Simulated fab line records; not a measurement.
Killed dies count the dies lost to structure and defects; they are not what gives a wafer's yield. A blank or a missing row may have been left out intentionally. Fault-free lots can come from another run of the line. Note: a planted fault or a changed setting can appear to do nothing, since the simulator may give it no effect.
Matching of chambers -- flow nandHarc -- NHARC_A_SGD_CUT_DESCUM_14 on rieDiel-13: 4 sister chambers
The step chemistry O2, time 3 s. 8 wafers are shown with their chamber, then 8 later ones without.

EACH WAFER AND ITS CHAMBER
wafer,chamber,drypumpMotorCurrentA (A),oesProductAu (a.u.)
L074.1,0,6.8,1.006
L076.6,0,6.7,1.002
L080.3,1,5.1,0.991
L080.5,2,5.3,1.011
L080.6,1,5.1,1.007
L090.3,2,5.3,0.994
L090.5,3,6.3,0.998
L091.4,3,6.3,0.992

WAFERS WITHOUT THEIR CHAMBER
wafer,drypumpMotorCurrentA (A),oesProductAu (a.u.)
L091.5,6.2,0.998
L091.6,6.7,0.999
L094.2,6.2,0.997
L094.3,5.1,0.997
L094.5,5.3,0.999
L097.1,6.7,0.998
L097.2,5.1,1.008
L097.4,6.2,1.006

WHICH CHAMBER EACH ONE RAN IN
wafer,from the rows above,in truth
L091.5,3,3
L091.6,0,0
L094.2,3,3
L094.3,1,1
L094.5,2,2
L097.1,0,0
L097.2,1,1
L097.4,3,3
Placed correctly: 8 of 8. From these rows, 0 cannot be placed. Number placed wrongly: 0.
How it was worked out, from the rows above alone: a wafer's distance from a chamber is the root of the sum, over the readings, of the square of ((its reading less the chamber's mean) divided by the reading's scatter). If the next closest chamber is less than 2 further off than the closest, the wafer can't be placed; otherwise it belongs to the closest. Each chamber's mean is taken over the wafers shown for it. The scatter: the root of (the sum of the squares of (reading less its chamber's mean) over the shown wafers, divided by (wafers less chambers)).
